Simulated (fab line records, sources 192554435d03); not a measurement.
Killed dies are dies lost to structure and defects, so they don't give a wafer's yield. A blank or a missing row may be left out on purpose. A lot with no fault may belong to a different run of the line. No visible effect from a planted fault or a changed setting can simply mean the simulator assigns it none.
A struck lot beside a sound one	flow n5 finfet	20 steps out of a route of 1938
Sound: the wafers L165.1, L165.2, L165.5. The struck wafers were L178.1, L178.3, L178.4. At the end, the cause is stated.
Order at every step that has rows: each side's tool, ch and its chambers, its first start. Under that, the readings that differ: sound wafers	struck wafers	difference of the means	sigmas: that difference in standard deviations of wafers without a fault.
alike: readings whose means differ by less than 2 such deviations, and words and numbers that are the same on both sides. not compared: withheld readings, readings that some wafer has no value for, bounds like >300 that may hide the same value, and numbers for which the record gives no deviation and whose values overlap.
A row with sigmas, a row that says differs or no value, or rows on one side alone: a step with any of these is where the two part. Numbers that don't overlap but have no deviation are shown without sigmas and don't part them. A reading that every wafer of one side lacks parts them only if that side has two wafers or more.

N5_BEOL_M1_RS_MEAS_58: the measuring method here is four-point-probe.
  sound on film metro-01 at day 7 21:12; struck on film metro-02 at day 11 04:54
  alike: M1_RS
N5_BEOL_M1_INSPECT_59: inspects for defects (darkfield).
  sound on defect inspect-02 at day 7 21:14; struck on defect inspect-01 at day 11 04:56
  alike: raw defect count
N5_BEOL_M2_ILD_DEP_00: deposits SiOC from DEMS/O2, target thk 79 nm, time 15.3 s.
  sound on pecvd-02 ch 0,1, day 7 21:16; struck on pecvd-02 ch 0,1,2, day 11 04:58
  alike: heater power w, showerhead plenum p Torr, throttle valve pct
N5_BEOL_M2_THK_MEAS_01:
  sound on film metro-01 at day 7 21:20; struck on film metro-01 at day 11 05:02
  alike: M2_ILD_THK
N5_BEOL_M2_PECVD_72: deposits SiO2 from TEOS/O2, target thk 16 nm, time 18 s.
  sound on pecvd-04 ch 0,2, day 7 21:22; struck on pecvd-04 ch 0,1, day 11 05:04
  alike: heater power w, showerhead plenum p Torr, throttle valve pct
N5_BEOL_M2_HM_DEP_02: deposits TiN, target thk 20 nm.
  sound on pvd sputter-02 at day 7 23:56; struck on pvd sputter-03 at day 11 05:33
  alike: throttle valve pct
then, 6 steps without rows for these wafers: N5_BEOL_M2_COAT_61 (time 60 s, resist thk 60 nm); N5_BEOL_M2_COAT_62 (time 60 s, resist thk 12 nm); N5_BEOL_M2_COAT_73 (time 60 s, resist thk 5 nm); N5_BEOL_M2_COAT_05 (resist thk 30 nm); N5_BEOL_M2_EBR_07; N5_BEOL_M2_SOFTBAKE_06 (time 60 s).
N5_BEOL_M2_EXPOSE_08: exposes mask M2.
  sound on euv scanner-01 ch 0, day 8 00:12; struck on euv scanner-02 ch 0, day 11 05:49
reading	sound	struck	difference	sigmas
model.BEOL_M2.overlay x nm (nm)	0.4 0.4 0.4	4 4 4	+4	
  alike: mask
then, 2 steps without rows for these wafers: N5_BEOL_M2_PEB_09 (peb time 60 s); N5_BEOL_M2_DEVELOP_10 (develop time 30 s).
N5_BEOL_M2_CD_MEAS_11 targets a cd of 16.79 nm.
  sound on cd sem-03 ch 0, day 8 00:20; struck on cd sem-03 ch 0, day 11 05:57
  alike: cd nm
N5_BEOL_M2_OVL_MEAS_12:
  sound on overlay-02 ch 0, day 8 00:22; struck on overlay-02 ch 0, day 11 05:59
reading	sound	struck	difference	sigmas
M2_OVL (nm)	0.0 -0.7 0.4	3.2 2.7 4.2	+3.5	+5
N5_BEOL_M2_INSPECT_13: inspects for defects (brightfield).
  sound on defect inspect-01 at day 8 00:25; struck on defect inspect-02 at day 11 06:02
reading	sound	struck	difference	sigmas
raw defect count	624 574 496	234 247 357	-285	-2
N5_BEOL_M4_RC_MEAS_101:
  sound on prober-02 ch 0, day 9 05:20; struck on prober-02 ch 0, day 12 15:07
reading	sound	struck	difference	sigmas
DIBL_P (mV/V)	39.5 39.1 39.8	35.7 33.5 33.6	-5.2	-2
  alike: DIBL_N, IOFF_N, IOFF_P, ION_N, ION_P, SS_N, SS_P, VT_N, VT_P
-- the record jumps here: 4 days lie between the struck wafers' starts before and after (it left off in module BEOL_M4 and takes up again in module PASSIVATION, whose first step shown is number 1936 of the route) --
N5_PASSIVATION_PROBE_49:
  sound on prober-01 at day 13 06:38; struck on prober-01 at day 17 02:43
  alike: defect limited yield, killed_at_M0_to_M3, killed_at_M4_up, killed at contacts, killed at front end, killed at other, killed dies, killed open, killed short, sort_bin_5_function, sort_bin_6_memory, sort n pass, sort yield pct

## WHERE THEY PART
At N5_BEOL_M2_OVL_MEAS_12 first; at N5_BEOL_M4_RC_MEAS_101 last (within this record only). Later steps at which nothing parts them and some readings are alike: N5_PASSIVATION_PROBE_49.

WHY: what had been put in by the simulator
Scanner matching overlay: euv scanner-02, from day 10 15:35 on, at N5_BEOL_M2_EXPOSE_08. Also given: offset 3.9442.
